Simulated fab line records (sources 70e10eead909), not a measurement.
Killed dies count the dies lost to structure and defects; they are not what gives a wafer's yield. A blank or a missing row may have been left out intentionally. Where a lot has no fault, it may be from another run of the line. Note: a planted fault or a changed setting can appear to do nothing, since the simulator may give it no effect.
Matching of chambers :: flow nand_harc :: 4 sister chambers for NHARC_A_CHANNEL_FILL_D1_ALD_02 on ald_hk-01
The step deposits SiO2, target thk 6 nm, pulse time 10 s, ald cycles 60. 8 wafers are shown with their chamber, then 9 later ones without.

== EACH WAFER AND ITS CHAMBER ==
wafer: L077.3
chamber: 1
heater_power_w (W): 523
precursor_pulse_height_rel: 1.031

wafer: L089.3
chamber: 1
heater_power_w (W): 502
precursor_pulse_height_rel: 0.987

wafer: L089.6
chamber: 2
heater_power_w (W): 495
precursor_pulse_height_rel: 0.988

wafer: L091.2
chamber: 3
heater_power_w (W): 467
precursor_pulse_height_rel: 0.995

wafer: L091.6
chamber: 0
heater_power_w (W): 530
precursor_pulse_height_rel: 0.993

wafer: L093.1
chamber: 0
heater_power_w (W): 523
precursor_pulse_height_rel: 1.068

wafer: L093.2
chamber: 2
heater_power_w (W): 486
precursor_pulse_height_rel: 1.005

wafer: L093.3
chamber: 3
heater_power_w (W): 474
precursor_pulse_height_rel: 1.000

== WAFERS WHOSE CHAMBER IS MISSING ==
wafer: L092.2
heater_power_w (W): 482
precursor_pulse_height_rel: 0.987

wafer: L092.3
heater_power_w (W): 521
precursor_pulse_height_rel: 0.993

wafer: L092.6
heater_power_w (W): 486
precursor_pulse_height_rel: 1.015

wafer: L094.1
heater_power_w (W): 449
precursor_pulse_height_rel: 1.016

wafer: L094.4
heater_power_w (W): 497
precursor_pulse_height_rel: 0.974

wafer: L094.6
heater_power_w (W): 535
precursor_pulse_height_rel: 0.983

wafer: L097.1
heater_power_w (W): 531
precursor_pulse_height_rel: 0.962

wafer: L097.2
heater_power_w (W): 487
precursor_pulse_height_rel: 0.969

wafer: L097.6
heater_power_w (W): 493
precursor_pulse_height_rel: 1.021

== THE CHAMBER EACH PASSED THROUGH ==
wafer: L092.2
from the rows above: can't be placed: 2 or 3
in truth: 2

wafer: L092.3
from the rows above: can't be placed: 1 or 0
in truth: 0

wafer: L092.6
from the rows above: can't be placed: 2 or 3
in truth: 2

wafer: L094.1
from the rows above: 3
in truth: 3

wafer: L094.4
from the rows above: can't be placed: 2 or 1
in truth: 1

wafer: L094.6
from the rows above: can't be placed: 0 or 1
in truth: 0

wafer: L097.1
from the rows above: can't be placed: 0 or 1
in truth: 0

wafer: L097.2
from the rows above: can't be placed: 2 or 3
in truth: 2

wafer: L097.6
from the rows above: can't be placed: 2 or 1 or 3
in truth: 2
1 of 9 placed correctly. These rows do not allow placing 8 (true chamber among the candidates in 8). Placed wrongly: 0.
How it was worked out, from the rows above alone: a wafer's distance from a chamber is the root of the sum, over the readings, of the square of ((its reading less the chamber's mean) divided by the reading's scatter). If the next closest chamber is less than 2 further off than the closest, the wafer can't be placed; otherwise it belongs to the closest. Each chamber's mean is taken over the wafers shown for it. The scatter: the root of (the sum of the squares of (reading less its chamber's mean) over the shown wafers, divided by (wafers less chambers)).
